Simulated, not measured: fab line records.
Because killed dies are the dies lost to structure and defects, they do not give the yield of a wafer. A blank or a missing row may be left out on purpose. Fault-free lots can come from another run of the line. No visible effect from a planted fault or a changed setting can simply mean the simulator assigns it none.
2 desks, one fault | flow n5 finfet | numbers are kept per desk, each desk with only its own; the story behind them comes last

METROLOGY DESK
Lot by lot, what the gauges showed, no matter which tool ran the lot: averages of those sampled wafers that carry a number. A lot is out of limits, marked OUT, if its mean lies more than 4 standard deviations from the usual mean; the brackets give that distance. It has 10 readings; the 7 that lie furthest out on some lot are the ones shown.
Columns: A = DIBL_N at N5_BEOL_M4_RC_MEAS_101, usual 36.3 mV/V; B = DIBL_P at N5_BEOL_M4_RC_MEAS_101, usual 36.3 mV/V; C = IOFF_N at N5_BEOL_M4_RC_MEAS_101, usual 0.16 nA/um; D = IOFF_P at N5_BEOL_M4_RC_MEAS_101, usual 0.21 nA/um; E = SS_N at N5_BEOL_M4_RC_MEAS_101, usual 71.6 mV/dec; F = SS_P at N5_BEOL_M4_RC_MEAS_101, usual 73.3 mV/dec; G = VT_N at N5_BEOL_M4_RC_MEAS_101, usual 250 mV
lot  | first seen here | A    | B    | C    | D    | E    | F    | G
L789 | day 8 03:04     | 35.4 | 35.4 | 0.14 | 0.20 | 71.6 | 72.9 | 252
L790 | day 8 07:41     | 32.4 | 31.6 | 0.10 | 0.15 | 70.0 | 72.0 | 257
L795 | day 10 03:58    | 32.8 | 33.0 | 0.13 | 0.18 | 71.2 | 72.7 | 254
L797 | day 11 02:29    | 38.7 | 37.9 | 0.19 | 0.21 | 72.6 | 73.4 | 250
L798 | day 11 21:26    | 37.0 | 38.0 | 0.17 | 0.23 | 71.4 | 73.8 | 250
L804 | day 13 14:58    | 36.6 | 37.7 | 0.16 | 0.22 | 71.3 | 73.1 | 249
L807 | day 13 20:22    | 36.7 | 36.7 | 0.17 | 0.19 | 71.3 | 73.2 | 250
L810 | day 14 01:46    | 35.0 | 33.9 | 0.14 | 0.17 | 71.1 | 72.8 | 253
L806 | day 14 07:01    | 36.8 | 37.4 | 0.20 | 0.23 | 71.8 | 74.1 | 247
L811 | day 14 14:23    | 36.7 | 37.0 | 0.19 | 0.22 | 71.9 | 73.0 | 246
This desk found nothing out of limits on any of the 10 lots.

THE DEFECT DESK
Counts from the inspections along the route, per lot, as means over the sampled wafers that have a number. A lot is out of limits, marked OUT, if its mean lies more than 4 standard deviations from the usual mean; the brackets give that distance.
Columns: A = raw defect count at N5_BEOL_M4_INSPECT_59, usual 72; B = raw defect count at N5_BEOL_M5_INSPECT_13, usual 412
lot  | first seen here | A             | B
L789 | day 8 02:44     | 53            | 294
L790 | day 8 07:21     | 70            | 442
L795 | day 10 03:47    | 103           | 466
L797 | day 11 02:28    | 87            | 308
L798 | day 11 21:06    | 117           | 564
L804 | day 13 14:56    | 489 (+18) OUT | 842 (+4.3) OUT
L807 | day 13 20:11    | 70            | 452
L810 | day 14 01:35    | 53            | 538
L806 | day 14 06:41    | 459 (+17) OUT | 753
L811 | day 14 14:22    | 63            | 460
This desk's finding: out of limits on L804, L806; first on L804, day 13 14:56 (raw defect count at N5_BEOL_M4_INSPECT_59). Within limits: L789, L790, L795, L797, L798, L807, L810, L811.

TAKEN TOGETHER
The defect desk could have raised an alarm at day 13 14:56, on L804, L806.
Metrology desk: nothing out of limits seen.
The metrology desk has L804, L806 on record, within its limits.
All the named lots went through N5_BEOL_M4_PRE_CLEAN_56 on pecvd-01.

WHAT HAD BEEN PUT IN BY THE SIMULATOR
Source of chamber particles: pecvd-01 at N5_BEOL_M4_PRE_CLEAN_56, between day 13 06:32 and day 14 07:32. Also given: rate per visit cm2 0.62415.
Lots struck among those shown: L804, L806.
Hours from the fault's start to each desk's first reading out of limits: the defect desk, 8.
